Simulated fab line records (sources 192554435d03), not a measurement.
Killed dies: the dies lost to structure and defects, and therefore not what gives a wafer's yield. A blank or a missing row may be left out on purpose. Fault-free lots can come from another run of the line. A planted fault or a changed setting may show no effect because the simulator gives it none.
The tool behind it: which one?	flow n5-finfet	24 lots with 72 wafers sampled at 6 steps, on a route of 1938 steps

== WHAT THE GAUGES SHOWED, per wafer ==
N5_BEOL_M10_THK_MEAS_01. Usual: for M10_ILD_THK the level is 268 nm and the standard deviation is 3.8.
lot	measured	on	M10_ILD_THK (nm)	flag
L074	day 10 02:11	film-metro-01	267 271 273	
L076	day 10 03:07	film-metro-01	264 275 269	
L077	day 10 21:49	film-metro-01	263 270 269	
L075	day 10 22:17	film-metro-01	273 266 272	
L078	day 11 06:20	film-metro-02	267 267 273	
L079	day 11 06:43	film-metro-02	268 272 269	
L082	day 12 01:30	film-metro-01	266 268 270	
L080	day 12 02:27	film-metro-01	261 267 266	
L083	day 12 03:27	film-metro-01	263 270 268	
L081	day 12 09:04	film-metro-02	267 263 270	
L085	day 12 09:19	film-metro-01	265 273 273	
L084	day 13 06:07	film-metro-01	262 267 268	
L086	day 14 00:35	film-metro-02	269 273 275	
L089	day 14 02:48	film-metro-02	263 269 273	
L088	day 14 02:43	film-metro-01	267 273 271	
L087	day 14 01:56	film-metro-01	258 265 271	
L090	day 14 08:08	film-metro-01	266 269 268	
L091	day 14 11:14	film-metro-01	265 266 267	
L092	day 15 05:23	film-metro-02	261 266 265	
L093	day 15 05:40	film-metro-02	263 264 270	
L094	day 15 07:15	film-metro-02	261 269 267	
L095	day 15 14:38	film-metro-01	267 270 264	
L096	day 16 06:47	film-metro-01	266 266 268	
L097	day 16 17:20	film-metro-01	267 269 267	

== WHICH TOOL RAN EACH LOT (tool, then ch and the chambers of the sampled wafers, then the start) ==
lot	N5_BEOL_M9_ETCH_76	N5_BEOL_M9_CURE_72	N5_BEOL_M9_SURFACE_TREAT_79	N5_BEOL_M9_SPUTTER_48	N5_BEOL_M9_ANNEAL_51
L074	rie-diel-06 ch 2,3, day 9 22:11	uv-cure-03 ch 2, day 9 22:56	pvd-sputter-02, day 9 23:49	pvd-sputter-02, day 10 00:10	rtp-anneal-02 ch 0, day 10 00:28
L076	rie-diel-01 ch 1,2,3, day 9 22:29	uv-cure-03 ch 1, day 9 23:20	pvd-sputter-03, day 10 00:04	pvd-sputter-03, day 10 00:17	rtp-anneal-01 ch 0, day 10 00:40
L077	rie-diel-06 ch 0,1, day 10 18:12	uv-cure-03 ch 2, day 10 18:49	pvd-sputter-01, day 10 19:58	pvd-sputter-01, day 10 20:10	rtp-anneal-02 ch 0, day 10 20:25
L075	rie-diel-01 ch 0,2, day 10 18:32	uv-cure-02 ch 2, day 10 19:09	pvd-sputter-02, day 10 20:02	pvd-sputter-03, day 10 20:18	rtp-anneal-01 ch 0, day 10 20:34
L078	rie-diel-05 ch 0,1,2, day 11 01:59	uv-cure-01 ch 1, day 11 02:37	pvd-sputter-02, day 11 04:17	pvd-sputter-03, day 11 04:31	rtp-anneal-02 ch 0, day 11 04:57
L079	rie-diel-05 ch 0,2,3, day 11 03:08	uv-cure-03 ch 1, day 11 03:54	pvd-sputter-01, day 11 04:34	pvd-sputter-02, day 11 04:44	rtp-anneal-01 ch 0, day 11 05:16
L082	rie-diel-05 ch 0,1,2, day 11 22:02	uv-cure-03 ch 0, day 11 22:40	pvd-sputter-03, day 11 23:28	pvd-sputter-03, day 11 23:45	rtp-anneal-01 ch 0, day 11 23:58
L080	rie-diel-06 ch 0,3, day 11 22:13	uv-cure-02 ch 1, day 11 22:50	pvd-sputter-03, day 11 23:38	pvd-sputter-02, day 12 00:49	rtp-anneal-01 ch 0, day 12 01:03
L083	rie-diel-01 ch 1,3, day 11 22:24	uv-cure-01 ch 1, day 11 23:08	pvd-sputter-01, day 12 01:24	pvd-sputter-03, day 12 01:49	rtp-anneal-02 ch 0, day 12 02:05
L081	rie-diel-06 ch 0,1,2, day 12 05:34	uv-cure-01 ch 1, day 12 06:12	pvd-sputter-03, day 12 07:02	pvd-sputter-02, day 12 07:13	rtp-anneal-02 ch 0, day 12 07:40
L085	rie-diel-01 ch 1,2, day 12 05:40	uv-cure-03 ch 2, day 12 06:17	pvd-sputter-03, day 12 07:05	pvd-sputter-02, day 12 07:20	rtp-anneal-02 ch 0, day 12 07:56
L084	rie-diel-01 ch 1,2, day 13 02:13	uv-cure-03 ch 0, day 13 02:53	pvd-sputter-01, day 13 04:13	pvd-sputter-01, day 13 04:29	rtp-anneal-01 ch 0, day 13 04:46
L086	rie-diel-06 ch 0,1,3, day 13 19:34	uv-cure-03 ch 0, day 13 20:10	pvd-sputter-03, day 13 22:29	pvd-sputter-03, day 13 22:52	rtp-anneal-02 ch 0, day 13 23:13
L089	rie-diel-06 ch 1,2, day 13 22:07	uv-cure-01 ch 0, day 13 22:44	pvd-sputter-03, day 14 00:03	pvd-sputter-03, day 14 00:20	rtp-anneal-01 ch 0, day 14 00:56
L088	rie-diel-01 ch 0,1,2, day 13 22:10	uv-cure-03 ch 2, day 13 22:59	pvd-sputter-03, day 14 00:08	pvd-sputter-03, day 14 00:53	rtp-anneal-02 ch 0, day 14 01:24
L087	rie-diel-05 ch 0,1,3, day 13 22:22	uv-cure-02 ch 1, day 13 23:05	pvd-sputter-02, day 13 23:46	pvd-sputter-03, day 14 00:15	rtp-anneal-01 ch 0, day 14 00:38
L090	rie-diel-01 ch 0,1,2, day 14 04:01	uv-cure-01 ch 0, day 14 04:44	pvd-sputter-02, day 14 05:43	pvd-sputter-03, day 14 05:58	rtp-anneal-02 ch 0, day 14 06:17
L091	rie-diel-06 ch 0,2,3, day 14 07:29	uv-cure-03 ch 0, day 14 08:12	pvd-sputter-03, day 14 09:19	pvd-sputter-03, day 14 09:35	rtp-anneal-01 ch 0, day 14 09:49
L092	rie-diel-05 ch 0,1,3, day 15 01:52	uv-cure-01 ch 0, day 15 02:29	pvd-sputter-01, day 15 03:31	pvd-sputter-01, day 15 03:47	rtp-anneal-01 ch 0, day 15 04:01
L093	rie-diel-01 ch 1,3, day 15 02:01	uv-cure-02 ch 2, day 15 02:38	pvd-sputter-01, day 15 03:39	pvd-sputter-01, day 15 03:52	rtp-anneal-02 ch 0, day 15 04:17
L094	rie-diel-01 ch 1,3, day 15 03:23	uv-cure-03 ch 2, day 15 04:06	pvd-sputter-03, day 15 05:00	pvd-sputter-01, day 15 05:25	rtp-anneal-02 ch 0, day 15 05:50
L095	rie-diel-06 ch 0,1,2, day 15 10:36	uv-cure-03 ch 2, day 15 11:13	pvd-sputter-03, day 15 12:34	pvd-sputter-03, day 15 12:50	rtp-anneal-02 ch 0, day 15 13:11
L096	rie-diel-01 ch 1,2,3, day 16 02:09	uv-cure-03 ch 2, day 16 02:46	pvd-sputter-01, day 16 04:33	pvd-sputter-02, day 16 04:47	rtp-anneal-01 ch 0, day 16 05:25
L097	rie-diel-06 ch 1,2,3, day 16 13:06	uv-cure-02 ch 1, day 16 13:46	pvd-sputter-01, day 16 15:17	pvd-sputter-03, day 16 15:43	rtp-anneal-01 ch 0, day 16 15:59
- N5_BEOL_M9_ETCH_76: etches underlayer in N2/H2, target depth 6.5 nm, time 5.2 s.
- N5_BEOL_M9_CURE_72: cures SiCOH lowk, time 120 s.
- N5_BEOL_M9_SURFACE_TREAT_79
- N5_BEOL_M9_SPUTTER_48: material Cu, target thk 12 nm, time 2 s.
- N5_BEOL_M9_ANNEAL_51: time 90 s.

== WHAT THE TOOLS THEMSELVES READ (means of the sampled wafers that have a number; where no wafer has one, the mark that the record gives instead) ==
N5_BEOL_M9_ETCH_76. Usual: drypump-motor-current-A 5.8 A, standard deviation 0.45; etch-rf-on-time-s 5.20 s, standard deviation 0.16; oes-product-au 0.69 a.u., standard deviation 0.089; rf-vpp-V 524 V, standard deviation 3; showerhead-plenum-p-Torr 2.56 Torr, standard deviation 0.097; throttle-valve-pct 17.92 %, standard deviation 0.24.
lot	tool	drypump-motor-current-A (A)	etch-rf-on-time-s (s)	oes-product-au (a.u.)	rf-vpp-V (V)	showerhead-plenum-p-Torr (Torr)	throttle-valve-pct (%)	flag
L074	rie-diel-06	5.8	5.28	0.64	521	2.43	18.24	
L076	rie-diel-01	5.6	5.20	0.68	523	2.52	17.80	
L077	rie-diel-06	5.7	5.11	0.78	528	2.68	17.93	
L075	rie-diel-01	6.5	5.18	0.62	521	2.49	17.87	
L078	rie-diel-05	5.7	5.31	0.72	524	2.55	17.82	
L079	rie-diel-05	5.6	5.30	0.67	524	2.56	18.08	
L082	rie-diel-05	5.7	5.39	0.71	524	2.55	17.85	
L080	rie-diel-06	5.8	5.27	0.75	524	2.55	17.74	
L083	rie-diel-01	5.2	5.09	0.66	525	2.58	17.95	
L081	rie-diel-06	5.8	5.08	0.76	529	2.69	18.09	
L085	rie-diel-01	5.3	5.31	0.59	525	2.56	17.93	
L084	rie-diel-01	5.6	5.33	0.58	523	2.49	17.84	
L086	rie-diel-06	5.9	5.09	0.71	525	2.60	17.97	
L089	rie-diel-06	5.9	5.03	0.74	528	2.69	18.23	
L088	rie-diel-01	5.9	5.26	0.59	523	2.52	17.92	
L087	rie-diel-05	5.8	5.34	0.65	526	2.55	17.91	
L090	rie-diel-01	5.9	5.23	0.59	523	2.52	17.94	
L091	rie-diel-06	5.7	5.15	0.75	526	2.63	17.93	
L092	rie-diel-05	5.8	5.31	0.65	525	2.55	17.93	
L093	rie-diel-01	5.5	5.08	0.70	523	2.52	17.88	
L094	rie-diel-01	5.5	5.09	0.70	523	2.52	17.88	
L095	rie-diel-06	5.8	5.09	0.71	527	2.68	18.13	
L096	rie-diel-01	5.6	5.21	0.72	522	2.50	17.76	
L097	rie-diel-06	6.0	5.17	0.69	526	2.60	18.12	

N5_BEOL_M9_CURE_72. Usual: lamp-power-pct 52.32 %, standard deviation 0.059; wafer_temp_C_max 371.7, standard deviation 0.49.
lot	tool	lamp-power-pct (%)	wafer_temp_C_max	flag
L074	uv-cure-03	52.33	371.2	
L076	uv-cure-03	52.34	371.4	
L077	uv-cure-03	52.36	371.3	
L075	uv-cure-02	52.31	372.0	
L078	uv-cure-01	52.31	371.8	
L079	uv-cure-03	52.32	371.1	
L082	uv-cure-03	52.25	371.7	
L080	uv-cure-02	52.31	371.0	
L083	uv-cure-01	52.32	371.5	
L081	uv-cure-01	52.28	372.0	
L085	uv-cure-03	52.33	371.6	
L084	uv-cure-03	52.35	372.1	
L086	uv-cure-03	52.35	371.5	
L089	uv-cure-01	52.27	372.6	
L088	uv-cure-03	52.31	371.3	
L087	uv-cure-02	52.36	371.2	
L090	uv-cure-01	52.30	372.1	
L091	uv-cure-03	52.32	371.6	
L092	uv-cure-01	52.31	372.1	
L093	uv-cure-02	52.27	371.9	
L094	uv-cure-03	52.36	371.4	
L095	uv-cure-03	52.27	371.5	
L096	uv-cure-03	52.35	372.2	
L097	uv-cure-02	52.29	371.2	

N5_BEOL_M9_SPUTTER_48. Usual: bias-v 60.1 V, standard deviation 0.63; throttle-valve-pct 30.0 %, standard deviation 0.85.
lot	tool	bias-v (V)	throttle-valve-pct (%)	flag
L074	pvd-sputter-02	60.6	29.3	
L076	pvd-sputter-03	60.0	29.8	
L077	pvd-sputter-01	60.4	30.1	
L075	pvd-sputter-03	60.3	30.4	
L078	pvd-sputter-03	59.9	30.4	
L079	pvd-sputter-02	59.8	30.0	
L082	pvd-sputter-03	60.4	30.5	
L080	pvd-sputter-02	60.1	29.7	
L083	pvd-sputter-03	60.0	30.7	
L081	pvd-sputter-02	60.1	29.5	
L085	pvd-sputter-02	60.1	29.7	
L084	pvd-sputter-01	60.0	29.3	
L086	pvd-sputter-03	59.3	30.4	
L089	pvd-sputter-03	60.0	29.9	
L088	pvd-sputter-03	59.3	30.5	
L087	pvd-sputter-03	59.5	29.9	
L090	pvd-sputter-03	59.9	30.4	
L091	pvd-sputter-03	60.4	30.3	
L092	pvd-sputter-01	59.8	30.3	
L093	pvd-sputter-01	60.3	29.4	
L094	pvd-sputter-01	59.8	30.3	
L095	pvd-sputter-03	60.8	30.6	
L096	pvd-sputter-02	60.3	29.5	
L097	pvd-sputter-03	60.3	29.9	

N5_BEOL_M9_ANNEAL_51. Usual: anneal-temp-c 225.01 C, standard deviation 0.17; wafer_temp_C_max 226.07, standard deviation 0.26.
lot	tool	anneal-temp-c (C)	wafer_temp_C_max	flag
L074	rtp-anneal-02	224.86	226.03	
L076	rtp-anneal-01	225.05	226.08	
L077	rtp-anneal-02	225.18	226.39	
L075	rtp-anneal-01	224.86	226.03	
L078	rtp-anneal-02	224.84	226.15	
L079	rtp-anneal-01	224.95	225.63	
L082	rtp-anneal-01	224.97	225.96	
L080	rtp-anneal-01	224.90	225.93	
L083	rtp-anneal-02	225.02	225.98	
L081	rtp-anneal-02	225.02	226.21	
L085	rtp-anneal-02	225.06	226.39	
L084	rtp-anneal-01	224.79	225.98	
L086	rtp-anneal-02	224.82	225.94	
L089	rtp-anneal-01	225.17	226.13	
L088	rtp-anneal-02	224.88	226.26	
L087	rtp-anneal-01	225.08	225.93	
L090	rtp-anneal-02	225.20	226.14	
L091	rtp-anneal-01	224.93	226.11	
L092	rtp-anneal-01	225.07	225.96	
L093	rtp-anneal-02	224.99	226.27	
L094	rtp-anneal-02	225.10	226.32	
L095	rtp-anneal-02	225.16	226.23	
L096	rtp-anneal-01	225.07	225.85	
L097	rtp-anneal-01	224.97	225.83	

== THE ANSWER, worked out from the rows above alone ==
Rule: take the mean of a lot's wafers that have a number; if it is more than 3 standard deviations from the usual mean, the lot is off. Also off: a lot with no number at a reading for which 4 or more lots have one. Any other lot the step has rows for is counted as sound. First the gauges in route order, then the tools' own readings, where a lot's mean is used as printed above. The first step at which some lot is off is used, and at that step the reading that is off furthest; a lot without a number counts as furthest.
None of the lots is off at any reading shown; this tells nothing.

== WHAT THE SIMULATOR HAD PUT IN ==
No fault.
